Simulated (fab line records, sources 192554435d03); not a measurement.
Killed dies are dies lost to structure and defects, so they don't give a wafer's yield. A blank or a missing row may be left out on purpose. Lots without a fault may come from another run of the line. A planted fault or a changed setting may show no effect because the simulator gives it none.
Chamber matching | flow n5_finfet | N5_BEOL_M0_SAQP_PECVD_97 on pecvd-04: 3 sister chambers
The step deposits SiNx from SiH4/NH3/N2, target thk 23 nm, time 19.9 s. 6 wafers are shown with their chamber, then 7 later ones without.

WAFERS WITH THEIR CHAMBER
wafer  | chamber | throttle_valve_pct (%) | showerhead_plenum_p_Torr (Torr)
L938.6 | 1       | 43.0                   | 5.14
L941.3 | 0       | 39.4                   | 5.15
L941.4 | 1       | 43.0                   | 5.12
L941.6 | 2       | 40.4                   | 5.27
L942.2 | 2       | 40.2                   | 5.28
L942.4 | 0       | 39.2                   | 5.14

WAFERS WITHOUT THEIR CHAMBER
wafer  | throttle_valve_pct (%) | showerhead_plenum_p_Torr (Torr)
L942.5 | 40.3                   | 5.26
L947.1 | 39.5                   | 5.16
L947.2 | 43.0                   | 5.13
L947.3 | 42.8                   | 5.13
L953.4 | 37.0                   | 5.25
L953.5 | 43.0                   | 5.11
L953.6 | 39.4                   | 5.15

WHICH CHAMBER EACH WENT THROUGH
wafer  | from the rows above | in truth
L942.5 | 2                   | 2
L947.1 | 0                   | 0
L947.2 | 1                   | 1
L947.3 | 1                   | 1
L953.4 | 0                   | 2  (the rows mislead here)
L953.5 | 1                   | 1
L953.6 | 0                   | 0
Placed correctly: 6 of 7. Can't be placed from these rows: 0. Placed wrongly: 1.
How it was worked out, from the rows above alone: a wafer's distance from a chamber is the root of the sum, over the readings, of the square of ((its reading less the chamber's mean) divided by the reading's scatter). The wafer belongs to the nearest chamber; if the next one is less than 2 further off, it can't be placed. A chamber's mean is the mean of its shown wafers. The scatter: the root of (the sum of the squares of (reading less its chamber's mean) over the shown wafers, divided by (wafers less chambers)).
